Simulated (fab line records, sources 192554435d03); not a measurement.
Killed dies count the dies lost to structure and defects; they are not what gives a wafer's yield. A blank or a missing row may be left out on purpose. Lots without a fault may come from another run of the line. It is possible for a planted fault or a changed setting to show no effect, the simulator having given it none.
Matching of chambers || flow n5-finfet || pecvd-01 running N5_BEOL_M5_ILD_DEP_00: 3 sister chambers
The step deposits SiCOH lowk from DEMS/porogen, target thk 140.64 nm, time 25.9 s. 3 wafers are shown with their chamber, then 8 later ones without.

== WAFERS WITH THEIR CHAMBER ==
{"wafer": "L087.1", "chamber": 0, "throttle-valve-pct (%)": 15.7}
{"wafer": "L088.3", "chamber": 1, "throttle-valve-pct (%)": 15.0}
{"wafer": "L092.4", "chamber": 2, "throttle-valve-pct (%)": 12.8}

== WAFERS WITH NO CHAMBER GIVEN ==
{"wafer": "L092.5", "throttle-valve-pct (%)": 15.5}
{"wafer": "L092.6", "throttle-valve-pct (%)": 15.3}
{"wafer": "L097.4", "throttle-valve-pct (%)": 15.1}
{"wafer": "L097.5", "throttle-valve-pct (%)": 15.5}
{"wafer": "L097.6", "throttle-valve-pct (%)": 12.5}
{"wafer": "L096.2", "throttle-valve-pct (%)": 12.5}
{"wafer": "L096.4", "throttle-valve-pct (%)": 15.2}
{"wafer": "L096.6", "throttle-valve-pct (%)": 12.6}

== THE CHAMBER EACH PASSED THROUGH ==
{"wafer": "L092.5", "from the rows above": "can't be placed: 0 or 1", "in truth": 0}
{"wafer": "L092.6", "from the rows above": "can't be placed: 1 or 0", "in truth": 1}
{"wafer": "L097.4", "from the rows above": 1, "in truth": 1}
{"wafer": "L097.5", "from the rows above": "can't be placed: 0 or 1", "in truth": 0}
{"wafer": "L097.6", "from the rows above": 2, "in truth": 2}
{"wafer": "L096.2", "from the rows above": 2, "in truth": 2}
{"wafer": "L096.4", "from the rows above": "can't be placed: 1 or 0", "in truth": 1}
{"wafer": "L096.6", "from the rows above": 2, "in truth": 2}
4 of 8 placed correctly. These rows do not allow placing 4 (true chamber among the candidates in 4). Number placed wrongly: 0.
How it was worked out, from the rows above alone: a wafer's distance from a chamber is the root of the sum, over the readings, of the square of ((its reading less the chamber's mean) divided by the reading's scatter). The wafer belongs to the nearest chamber; if the next one is less than 2 further off, it can't be placed. The mean given for a chamber averages the wafers shown for that chamber. The scatter: root of mean squared gap, hidden wafer to nearest shown wafer, with one shown wafer a chamber.
